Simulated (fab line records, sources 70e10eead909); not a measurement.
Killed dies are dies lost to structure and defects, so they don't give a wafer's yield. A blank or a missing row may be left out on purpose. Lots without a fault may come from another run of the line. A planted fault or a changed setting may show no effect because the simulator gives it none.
Which tool did it? | flow nand_harc | 13 lots, 39 wafers sampled, at 5 steps of a route of 1302

WHAT THE GAUGES READ, wafer by wafer
NHARC_THIN_TSV_CD_MEAS_16. Usual: cd_nm 999.4 nm, standard deviation 2.3.
lot  | measured     | on        | cd_nm (nm)          | flag
L275 | day 24 01:27 | cd_sem-01 | 999.9 997.6 997.8   |
L274 | day 24 00:22 | cd_sem-03 | 998.5 999.5 1002.5  |
L277 | day 24 23:46 | cd_sem-01 | 998.1 999.5 995.7   |
L278 | day 25 00:58 | cd_sem-02 | 999.7 1002.6 994.5  |
L279 | day 25 16:01 | cd_sem-02 | 1000.1 1002.1 996.3 |
L280 | day 26 09:40 | cd_sem-03 | 1001.7 1001.1 999.1 |
L281 | day 27 01:05 | cd_sem-03 | 997.0 999.7 1002.7  |
L283 | day 27 13:52 | cd_sem-02 | 994.9 997.5 995.2   |
L284 | day 27 21:38 | cd_sem-02 | 1000.6 997.0 999.3  |
L291 | day 30 23:59 | cd_sem-01 | 998.3 1004.4 1001.7 |
L293 | day 32 03:40 | cd_sem-03 | 1000.2 1002.4 997.6 |
L294 | day 31 13:38 | cd_sem-02 | 998.8 1000.4 1000.8 |
L295 | day 32 19:43 | cd_sem-03 | 1001.3 998.9 1000.8 |

NHARC_END_SORT_01. Usual: defect_limited_yield 90.5 %, standard deviation 2.4; killed_at_array 59, standard deviation 16; killed_at_other 0.7, standard deviation 1.1; killed_at_periphery 4, standard deviation 3; killed_dies 64, standard deviation 16; killed_open 3.4, standard deviation 1.8; killed_short 2.6, standard deviation 1.7.
lot  | measured     | on        | defect_limited_yield (%) | killed_at_array | killed_at_other | killed_at_periphery | killed_dies | killed_open | killed_short | flag
L280 | day 26 23:42 | prober-02 | 89.5 90.0 89.1           | 66 64 66        | 0 1 3           | 5 3 5               | 71 68 74    | 1 7 6       | 3 1 1        |
L283 | day 28 05:56 | prober-01 | 91.4 90.0 81.1           | 57 66 54        | 0 0 0           | 1 2 74              | 58 68 128   | 3 1 1       | 2 2 4        | OFF
L284 | day 28 12:23 | prober-02 | 88.2 86.3 80.6           | 73 84 50        | 1 2 2           | 6 7 79              | 80 93 131   | 6 4 4       | 3 1 3        | OFF
L291 | day 31 14:47 | prober-02 | 84.2 85.2 86.6           | 105 98 89       | 0 0 0           | 2 2 2               | 107 100 91  | 2 7 1       | 1 1 1        |
L293 | day 32 20:56 | prober-01 | 90.4 92.0 90.8           | 62 51 58        | 0 2 0           | 3 1 4               | 65 54 62    | 3 1 4       | 3 2 6        |
L295 | day 33 12:11 | prober-02 | 96.2 94.8 95.7           | 24 32 26        | 0 0 0           | 2 3 3               | 26 35 29    | 1 8 6       | 2 3 2        |

WHICH TOOL RAN EACH LOT (tool, then ch and the chambers of the sampled wafers, then the start)
lot  | NHARC_P_BONDPAD_PVD_27       | NHARC_THIN_TSV_DEGAS_49      | NHARC_THIN_TSV_STRIP_56
L275 | pvd_sputter-03, day 6 23:54  | pvd_sputter-02, day 24 03:17 | plasma_asher-02 ch 0,1, day 24 06:58
L274 | pvd_sputter-01, day 7 00:43  | pvd_sputter-02, day 24 02:22 | plasma_asher-01 ch 0,1, day 24 06:16
L277 | pvd_sputter-02, day 8 07:46  | pvd_sputter-01, day 25 01:50 | plasma_asher-02 ch 0,1, day 25 06:31
L278 | pvd_sputter-02, day 8 10:35  | pvd_sputter-02, day 25 03:35 | plasma_asher-02 ch 0,1, day 25 07:26
L279 | pvd_sputter-02, day 8 20:06  | pvd_sputter-02, day 25 17:49 | plasma_asher-02 ch 0,1, day 25 21:35
L280 | pvd_sputter-03, day 9 06:05  | pvd_sputter-02, day 26 11:29 | plasma_asher-01 ch 0,1, day 26 15:17
L281 | pvd_sputter-02, day 9 14:13  | pvd_sputter-03, day 27 02:53 | plasma_asher-01 ch 0,1, day 27 06:46
L283 | pvd_sputter-03, day 10 05:22 | pvd_sputter-03, day 27 15:44 | plasma_asher-02 ch 0,1, day 27 19:40
L284 | pvd_sputter-03, day 10 19:06 | pvd_sputter-01, day 27 23:28 | plasma_asher-01 ch 0,1, day 28 03:15
L291 | pvd_sputter-01, day 14 04:33 | pvd_sputter-01, day 31 01:47 | plasma_asher-01 ch 0,1, day 31 05:37
L293 | pvd_sputter-03, day 14 19:28 | pvd_sputter-01, day 32 05:43 | plasma_asher-02 ch 0,1, day 32 10:02
L294 | pvd_sputter-01, day 14 23:07 | pvd_sputter-02, day 31 15:33 | plasma_asher-01 ch 0,1, day 31 19:22
L295 | pvd_sputter-01, day 15 10:47 | pvd_sputter-03, day 32 21:35 | plasma_asher-02 ch 0,1, day 33 01:28
- NHARC_P_BONDPAD_PVD_27: deposits Cu, target thk 30 nm, time 20.49 s.
- NHARC_THIN_TSV_DEGAS_49: time 120 s.
- NHARC_THIN_TSV_STRIP_56: strips in O2.

WHAT THE TOOLS THEMSELVES READ (means of the sampled wafers that have a number; where no wafer has one, the mark that the record gives instead)
NHARC_P_BONDPAD_PVD_27. Usual: throttle_valve_pct 30.2 %, standard deviation 1.
lot  | tool           | throttle_valve_pct (%) | flag
L275 | pvd_sputter-03 | 30.1                   |
L274 | pvd_sputter-01 | 30.6                   |
L277 | pvd_sputter-02 | 29.0                   |
L278 | pvd_sputter-02 | 30.2                   |
L279 | pvd_sputter-02 | 29.3                   |
L280 | pvd_sputter-03 | 30.2                   |
L281 | pvd_sputter-02 | 29.2                   |
L283 | pvd_sputter-03 | 30.4                   |
L284 | pvd_sputter-03 | 30.2                   |
L291 | pvd_sputter-01 | 30.8                   |
L293 | pvd_sputter-03 | 31.0                   |
L294 | pvd_sputter-01 | 30.7                   |
L295 | pvd_sputter-01 | 31.1                   |

NHARC_THIN_TSV_DEGAS_49. Usual: heater_power_w 484 W, standard deviation 40.
lot  | tool           | heater_power_w (W) | flag
L275 | pvd_sputter-02 | 486                |
L274 | pvd_sputter-02 | 477                |
L277 | pvd_sputter-01 | 510                |
L278 | pvd_sputter-02 | 509                |
L279 | pvd_sputter-02 | 491                |
L280 | pvd_sputter-02 | 460                |
L281 | pvd_sputter-03 | 473                |
L283 | pvd_sputter-03 | 496                |
L284 | pvd_sputter-01 | 478                |
L291 | pvd_sputter-01 | 493                |
L293 | pvd_sputter-01 | 469                |
L294 | pvd_sputter-02 | 483                |
L295 | pvd_sputter-03 | 481                |

NHARC_THIN_TSV_STRIP_56. Usual: drypump_motor_current_A 5.7 A, standard deviation 0.37; heater_power_w 328 W, standard deviation 39.
lot  | tool            | drypump_motor_current_A (A) | heater_power_w (W) | flag
L275 | plasma_asher-02 | 5.5                         | 298                |
L274 | plasma_asher-01 | 5.8                         | 364                |
L277 | plasma_asher-02 | 5.5                         | 299                |
L278 | plasma_asher-02 | 5.5                         | 296                |
L279 | plasma_asher-02 | 5.5                         | 297                |
L280 | plasma_asher-01 | 5.9                         | 368                |
L281 | plasma_asher-01 | 5.8                         | 372                |
L283 | plasma_asher-02 | 5.8                         | 308                |
L284 | plasma_asher-01 | 5.9                         | 369                |
L291 | plasma_asher-01 | 5.6                         | 360                |
L293 | plasma_asher-02 | 5.8                         | 307                |
L294 | plasma_asher-01 | 5.6                         | 360                |
L295 | plasma_asher-02 | 5.5                         | 295                |

THE ANSWER, worked out from the rows above alone
Rule: a lot is off if the mean of its wafers that have a number lies more than 3 standard deviations from the usual mean. A lot without any number at a reading at which 4 lots or more have one is off too. The other lots that the step has rows for count as sound. The gauges are gone through in route order, then the tools' own readings, and for those a lot's mean is taken as printed above. The first step at which some lot is off is used, and at that step the reading that is off furthest; a lot without a number counts as furthest.
Off: L283, L284, at NHARC_END_SORT_01 (killed_at_periphery). Neither off nor sound, because the step has no rows for them: L275, L274, L277, L278, L279, L281, L294.
A tool fits if, at a process step before that reading, it ran every lot that is off, and no sound lot after the first of them. The gauges at NHARC_END_SORT_01 are tried like those tools. None of those tried fits.

WHAT THE SIMULATOR HAD PUT IN
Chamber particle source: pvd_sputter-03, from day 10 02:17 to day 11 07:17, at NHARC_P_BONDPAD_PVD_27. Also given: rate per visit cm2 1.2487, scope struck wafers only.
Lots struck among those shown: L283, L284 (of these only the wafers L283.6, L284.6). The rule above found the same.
